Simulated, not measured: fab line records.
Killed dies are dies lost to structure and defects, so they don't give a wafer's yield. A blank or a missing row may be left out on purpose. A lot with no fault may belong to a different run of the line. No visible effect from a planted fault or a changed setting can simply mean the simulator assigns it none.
Comparing a struck lot with a sound one :: flow n5Finfet :: 44 steps out of a route of 1938
Sound: the wafers L215.2, L215.3, L215.6. Struck: wafer L216.3 (left out: L216.2, L216.5 of the same lot, which were not struck); the cause appears at the end.
Per side, at each step with rows, come the tool, then ch with its chambers, and then its first start. Under that, the readings that differ: sound wafers :: struck wafers :: difference of the means :: sigmas: that difference in standard deviations of wafers without a fault.
alike: words and numbers the same on both sides, and readings whose means are apart by under 2 such deviations; not compared: readings that were withheld, readings missing a value for some wafer, numbers with overlapping values and no deviation given by the record, and bounds like >300 which may hide the same value.
Wherever a step has rows on one side only, a row that says differs or no value, or a row with sigmas, the two part there. Numbers that don't overlap but have no deviation are shown without sigmas and don't part them. A reading missing from all wafers of one side parts the sides only when that side holds two or more wafers.

first, 11 steps without rows for these wafers: N5_BEOL_M2_DESCUM_33 (chemistry O2, time 7 s); N5_BEOL_M2_ETCH_77 (etches underlayer in N2/H2, target depth 6.5 nm, time 5.2 s); N5_BEOL_M2_ETCH_69 (etches SiARC in CF4, target depth 15.6 nm, time 26 s); N5_BEOL_M2_ALD_98 (deposits SiO2, target thk 2.5 nm, pulse time 1 s, co reactant pulse time 1 s); N5_BEOL_M2_ETCHBACK_99 (etches SiO2 in CHF3, target depth 5 nm, time 10.4 s); N5_BEOL_M2_ETCH_70 (etches SOC in N2/H2, target depth 80 nm, overetch 24 nm, time 130 s); N5_BEOL_M2_STRIP_71 (strips in N2/H2); N5_BEOL_M2_STRIP_78 (strips in N2/H2); N5_BEOL_M2_VIA_ETCH_34 (etches the open film in C4F6/O2, target depth 69.4 nm, time 65.9 s); N5_BEOL_M2_STRIP_83 (strips in C4F6/O2); N5_BEOL_M2_STRIP_36 (strips in N2/H2).
N5_BEOL_M2_TRENCH_ETCH_37: etches SiOC in C4F6/O2, target depth 55.555 nm, time 29.2 s.
  sound on rieDiel-01 ch 0,1,3, day 10 04:48; struck on rieDiel-03 ch 3, day 10 09:25
reading: rfFwdPowerW (W)
sound: 349.6 347.1 348.6
struck: 286.3
difference: -62.1
sigmas: -35

reading: rfVppV (V)
sound: 660 670 666
struck: 725
difference: +60
sigmas: +9

reading: model.BEOL_M2.featureDepthNm (nm)
sound: 56.6 55 55.6
struck: 51.4
difference: -4.3
sigmas: 

reading: model.etch.depthNm (nm)
sound: 56.56 55.04 55.51
struck: 51.48
difference: -4.22
sigmas: 
  alike: O2_flow_sccm, drypumpMotorCurrentA, oesProductAu, showerheadPlenumPTorr, throttleValvePct
  not compared: rfHoursCounterH
then, 2 steps without rows for these wafers: N5_BEOL_M2_ETCH_41 (etches SiCN in CH3F/O2, target depth 29.9 nm, time 52.5 s); N5_BEOL_M2_STRIP_97 (strips in N2/H2, time 10 s).
N5_BEOL_M2_OCD_MEAS_38:
  sound on ocd-02 at day 10 04:58; struck on ocd-01 at day 10 09:35
reading: trenchDepthNm (nm)
sound: 57.3 55.4 55.7
struck: 51.6
difference: -4.5
sigmas: -5
then, 25 steps without rows for these wafers: N5_BEOL_M2_HM_STRIP_39 (strips TiN in peroxide tin strip, target depth 25 nm, time 158 s); N5_BEOL_M2_SRD_40 (time 30 s); N5_BEOL_M2_PRECLEAN_42 (cleans in residue remover, time 60 s); N5_BEOL_M2_SRD_43 (time 30 s); N5_BEOL_M2_DEGAS_44 (time 60 s); N5_BEOL_M2_PRE_CLEAN_45 (time 30 s); N5_BEOL_M2_ALD_84 (deposits TaN, pulse time 2 s, purge time 3 s, co reactant purge time 2 s); N5_BEOL_M2_SURFACE_TREAT_85; N5_BEOL_M2_CVD_47 (deposits Co from CCTBA/H2, target thk 3 nm, time 223.8 s); N5_BEOL_M2_SPUTTER_48 (material Cu, target thk 4.5 nm, time 8.29 s); N5_BEOL_M2_ANNEAL_49 (time 240 s); N5_BEOL_M2_SPUTTER_79 (material Cu, target thk 4.5 nm, time 8.29 s); N5_BEOL_M2_ANNEAL_80 (time 240 s); N5_BEOL_M2_SPUTTER_81 (material Cu, target thk 4.5 nm, time 8.29 s); N5_BEOL_M2_ANNEAL_82 (time 240 s); N5_BEOL_M2_SPUTTER_86 (material Cu, target thk 4.5 nm, time 8.29 s); N5_BEOL_M2_ANNEAL_87 (time 240 s); N5_BEOL_M2_SPUTTER_88 (material Cu, target thk 4.5 nm, time 8.29 s); N5_BEOL_M2_ANNEAL_89 (time 240 s); N5_BEOL_M2_SPUTTER_90 (material Cu, target thk 4.5 nm, time 8.29 s); N5_BEOL_M2_ANNEAL_91 (time 240 s); N5_BEOL_M2_SPUTTER_92 (material Cu, target thk 4.5 nm, time 8.29 s); N5_BEOL_M2_ANNEAL_93 (time 240 s); N5_BEOL_M2_SPUTTER_94 (material Cu, target thk 4.5 nm, time 8.29 s); N5_BEOL_M2_ANNEAL_95 (time 240 s).
N5_BEOL_M2_CMP_52: polishes, stops on SiOC, t overpolish 6.8 s, target thk 40 nm.
  sound on cmp-01 ch 0,3, day 10 10:01; struck on cmp-04 ch 3, day 10 13:37
reading: model.Cu_of_BEOL_M2_ECD_50.thkNm (nm)
sound: 42 40.2 40.8
struck: 36.2
difference: -4.8
sigmas: 
  alike: barrierFieldEndpointS, edgeZonePressureFrac, headPressurePsi, motorCurrentA, overpolishRunS, timeToEndpointS
  not compared: padLifeWafers
N5_BEOL_M2_RS_MEAS_58: a four-point-probe measurement.
  sound on filmMetro-01 at day 10 10:34; struck on filmMetro-01 at day 10 14:11
reading: M2_RS (ohm/sq)
sound: 0.63 0.67 0.65
struck: 0.76
difference: +0.11
sigmas: +3
N5_BEOL_M4_RC_MEAS_101:
  sound on prober-02 ch 0, day 11 14:32; struck on prober-01 ch 0, day 11 17:55
  alike: DIBL_N, DIBL_P, IOFF_N, IOFF_P, ION_N, ION_P, SS_N, SS_P, VT_N, VT_P
then, 1 step without rows for these wafers: N5_PASSIVATION_PROBE_49.

## WHERE THEY PART
Last at N5_BEOL_M2_RS_MEAS_58 as far as this record goes, first at N5_BEOL_M2_TRENCH_ETCH_37. Later steps at which nothing parts them and some readings are alike: N5_BEOL_M4_RC_MEAS_101.

WHY: what had been put in by the simulator
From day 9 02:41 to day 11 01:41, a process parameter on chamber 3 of rieDiel-03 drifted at N5_BEOL_M2_TRENCH_ETCH_37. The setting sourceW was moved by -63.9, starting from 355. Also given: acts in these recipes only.
